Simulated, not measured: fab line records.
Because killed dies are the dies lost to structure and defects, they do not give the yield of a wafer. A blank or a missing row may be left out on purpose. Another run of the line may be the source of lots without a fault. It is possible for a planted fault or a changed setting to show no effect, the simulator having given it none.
Matching of chambers || flow nand-harc || 4 sister chambers for NHARC_A_SGD_CUT_CMP_21 on cmp-03
The step polishes, target thk 148.19 nm. 14 wafers are shown with their chamber, then 7 later ones without.

## WAFERS WITH THEIR CHAMBER
{"wafer": "L074.2", "chamber": 1, "motor-current-A (A)": 9.4, "time-to-endpoint-s (s)": 54.0}
{"wafer": "L074.5", "chamber": 0, "motor-current-A (A)": 11.6, "time-to-endpoint-s (s)": 50.5}
{"wafer": "L074.6", "chamber": 1, "motor-current-A (A)": 9.5, "time-to-endpoint-s (s)": 48.6}
{"wafer": "L075.1", "chamber": 2, "motor-current-A (A)": 10.8, "time-to-endpoint-s (s)": 53.3}
{"wafer": "L075.2", "chamber": 1, "motor-current-A (A)": 9.2, "time-to-endpoint-s (s)": 47.2}
{"wafer": "L075.5", "chamber": 3, "motor-current-A (A)": 11.3, "time-to-endpoint-s (s)": 48.8}
{"wafer": "L079.2", "chamber": 1, "motor-current-A (A)": 9.6, "time-to-endpoint-s (s)": 51.5}
{"wafer": "L079.5", "chamber": 3, "motor-current-A (A)": 11.7, "time-to-endpoint-s (s)": 54.2}
{"wafer": "L079.6", "chamber": 0, "motor-current-A (A)": 11.4, "time-to-endpoint-s (s)": 51.3}
{"wafer": "L084.1", "chamber": 3, "motor-current-A (A)": 11.7, "time-to-endpoint-s (s)": 51.7}
{"wafer": "L084.3", "chamber": 1, "motor-current-A (A)": 9.7, "time-to-endpoint-s (s)": 45.8}
{"wafer": "L084.5", "chamber": 1, "motor-current-A (A)": 9.7, "time-to-endpoint-s (s)": 46.5}
{"wafer": "L085.1", "chamber": 1, "motor-current-A (A)": 9.4, "time-to-endpoint-s (s)": 46.6}
{"wafer": "L085.2", "chamber": 0, "motor-current-A (A)": 11.3, "time-to-endpoint-s (s)": 48.9}

SIGNATURES (averages over the wafers above)
{"reading": "motor-current-A", "chamber 0": 11.433, "chamber 1": 9.500, "chamber 2": 10.800, "chamber 3": 11.567, "scatter within a chamber": 0.188}
{"reading": "time-to-endpoint-s", "chamber 0": 50.233, "chamber 1": 48.600, "chamber 2": 53.300, "chamber 3": 51.567, "scatter within a chamber": 2.71}
Rule: distance of a wafer from a chamber = root of the sum over the readings of ((wafer's reading minus chamber's mean) / reading's scatter) squared. The wafer belongs to the nearest chamber; if the next one is less than 2 further off, it can't be placed. The scatter is the square root of a quotient: the sum, over the shown wafers, of each reading's squared deviation from its chamber's mean, divided by wafers minus chambers.

## WAFERS WITHOUT THEIR CHAMBER
{"wafer": "L085.6", "motor-current-A (A)": 11.8, "time-to-endpoint-s (s)": 50.9}
{"wafer": "L090.1", "motor-current-A (A)": 10.9, "time-to-endpoint-s (s)": 51.9}
{"wafer": "L090.3", "motor-current-A (A)": 11.8, "time-to-endpoint-s (s)": 54.7}
{"wafer": "L090.5", "motor-current-A (A)": 11.9, "time-to-endpoint-s (s)": 52.4}
{"wafer": "L093.1", "motor-current-A (A)": 11.4, "time-to-endpoint-s (s)": 51.0}
{"wafer": "L093.4", "motor-current-A (A)": 12.2, "time-to-endpoint-s (s)": 52.5}
{"wafer": "L093.6", "motor-current-A (A)": 11.9, "time-to-endpoint-s (s)": 50.8}

## WHICH CHAMBER EACH ONE RAN IN
{"wafer": "L085.6", "from the rows above": "can't be placed: 3 or 0", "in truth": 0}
{"wafer": "L090.1", "from the rows above": 2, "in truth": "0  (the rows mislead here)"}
{"wafer": "L090.3", "from the rows above": "can't be placed: 3 or 0", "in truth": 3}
{"wafer": "L090.5", "from the rows above": "can't be placed: 3 or 0", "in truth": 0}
{"wafer": "L093.1", "from the rows above": "can't be placed: 0 or 3", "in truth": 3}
{"wafer": "L093.4", "from the rows above": "can't be placed: 3 or 0", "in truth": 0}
{"wafer": "L093.6", "from the rows above": "can't be placed: 3 or 0", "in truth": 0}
Placed correctly: 0 of 7. Can't be placed from these rows: 6 (the true chamber is among the candidates in 6). 1 placed wrongly.
